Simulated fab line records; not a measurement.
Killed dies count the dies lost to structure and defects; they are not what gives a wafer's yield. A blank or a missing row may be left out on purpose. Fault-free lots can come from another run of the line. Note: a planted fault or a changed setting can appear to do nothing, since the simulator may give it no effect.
Chamber matching :: flow n5_finfet :: N5_BEOL_M8_STRIP_67 on rie_diel-02 has 4 sister chambers
The step strips in CF4. 16 wafers are shown with their chamber, then 8 later ones without.

== WAFERS WITH THEIR CHAMBER ==
wafer: L074.1
chamber: 2
drypump_motor_current_A (A): 6.4
showerhead_plenum_p_Torr (Torr): 1.87
throttle_valve_pct (%): 13.41

wafer: L074.2
chamber: 0
drypump_motor_current_A (A): 4.9
showerhead_plenum_p_Torr (Torr): 1.80
throttle_valve_pct (%): 13.55

wafer: L074.3
chamber: 1
drypump_motor_current_A (A): 5.0
showerhead_plenum_p_Torr (Torr): 1.88
throttle_valve_pct (%): 13.49

wafer: L075.1
chamber: 0
drypump_motor_current_A (A): 4.9
showerhead_plenum_p_Torr (Torr): 1.80
throttle_valve_pct (%): 13.55

wafer: L075.4
chamber: 2
drypump_motor_current_A (A): 6.3
showerhead_plenum_p_Torr (Torr): 1.87
throttle_valve_pct (%): 13.40

wafer: L075.6
chamber: 3
drypump_motor_current_A (A): 5.2
showerhead_plenum_p_Torr (Torr): 1.80
throttle_valve_pct (%): 13.70

wafer: L080.1
chamber: 2
drypump_motor_current_A (A): 6.4
showerhead_plenum_p_Torr (Torr): 1.87
throttle_valve_pct (%): 13.45

wafer: L080.2
chamber: 0
drypump_motor_current_A (A): 4.9
showerhead_plenum_p_Torr (Torr): 1.80
throttle_valve_pct (%): 13.59

wafer: L080.3
chamber: 3
drypump_motor_current_A (A): 5.2
showerhead_plenum_p_Torr (Torr): 1.80
throttle_valve_pct (%): 13.74

wafer: L080.4
chamber: 1
drypump_motor_current_A (A): 5.0
showerhead_plenum_p_Torr (Torr): 1.87
throttle_valve_pct (%): 13.52

wafer: L080.5
chamber: 1
drypump_motor_current_A (A): 5.0
showerhead_plenum_p_Torr (Torr): 1.87
throttle_valve_pct (%): 13.51

wafer: L080.6
chamber: 2
drypump_motor_current_A (A): 6.4
showerhead_plenum_p_Torr (Torr): 1.87
throttle_valve_pct (%): 13.42

wafer: L084.1
chamber: 2
drypump_motor_current_A (A): 6.4
showerhead_plenum_p_Torr (Torr): 1.87
throttle_valve_pct (%): 13.46

wafer: L084.4
chamber: 0
drypump_motor_current_A (A): 4.8
showerhead_plenum_p_Torr (Torr): 1.79
throttle_valve_pct (%): 13.62

wafer: L084.6
chamber: 3
drypump_motor_current_A (A): 5.2
showerhead_plenum_p_Torr (Torr): 1.80
throttle_valve_pct (%): 13.76

wafer: L087.2
chamber: 1
drypump_motor_current_A (A): 5.0
showerhead_plenum_p_Torr (Torr): 1.87
throttle_valve_pct (%): 13.57

SIGNATURES (means of the wafers above)
reading: drypump_motor_current_A
chamber 0: 4.875
chamber 1: 5.000
chamber 2: 6.380
chamber 3: 5.200
scatter within a chamber: 0.0359

reading: showerhead_plenum_p_Torr
chamber 0: 1.7975
chamber 1: 1.8725
chamber 2: 1.8700
chamber 3: 1.8000
scatter within a chamber: 0.00354

reading: throttle_valve_pct
chamber 0: 13.5775
chamber 1: 13.5225
chamber 2: 13.4280
chamber 3: 13.7333
scatter within a chamber: 0.031
Rule: a wafer lies at a distance from a chamber equal to the root of the sum of squares, over the readings, of (its reading less the chamber's mean, divided by the reading's scatter). If the next closest chamber is less than 2 further off than the closest, the wafer can't be placed; otherwise it belongs to the closest. How the scatter is found: for the shown wafers, subtract from each reading the mean of its chamber, square and add these, divide the total by (wafers less chambers), then take the root.

== WAFERS WITH NO CHAMBER GIVEN ==
wafer: L087.3
drypump_motor_current_A (A): 6.4
showerhead_plenum_p_Torr (Torr): 1.86
throttle_valve_pct (%): 13.45

wafer: L087.4
drypump_motor_current_A (A): 4.8
showerhead_plenum_p_Torr (Torr): 1.79
throttle_valve_pct (%): 13.62

wafer: L092.1
drypump_motor_current_A (A): 6.4
showerhead_plenum_p_Torr (Torr): 1.86
throttle_valve_pct (%): 13.50

wafer: L092.2
drypump_motor_current_A (A): 5.0
showerhead_plenum_p_Torr (Torr): 1.86
throttle_valve_pct (%): 13.61

wafer: L092.3
drypump_motor_current_A (A): 4.9
showerhead_plenum_p_Torr (Torr): 1.79
throttle_valve_pct (%): 13.67

wafer: L092.4
drypump_motor_current_A (A): 5.2
showerhead_plenum_p_Torr (Torr): 1.79
throttle_valve_pct (%): 13.82

wafer: L092.5
drypump_motor_current_A (A): 5.2
showerhead_plenum_p_Torr (Torr): 1.79
throttle_valve_pct (%): 13.82

wafer: L092.6
drypump_motor_current_A (A): 4.9
showerhead_plenum_p_Torr (Torr): 1.79
throttle_valve_pct (%): 13.66

== WHICH CHAMBER EACH WENT THROUGH ==
wafer: L087.3
from the rows above: 2
in truth: 2

wafer: L087.4
from the rows above: 0
in truth: 0

wafer: L092.1
from the rows above: 2
in truth: 2

wafer: L092.2
from the rows above: 1
in truth: 1

wafer: L092.3
from the rows above: 0
in truth: 0

wafer: L092.4
from the rows above: 3
in truth: 3

wafer: L092.5
from the rows above: 3
in truth: 3

wafer: L092.6
from the rows above: 0
in truth: 0
8 of 8 placed correctly. Can't be placed from these rows: 0. 0 placed wrongly.
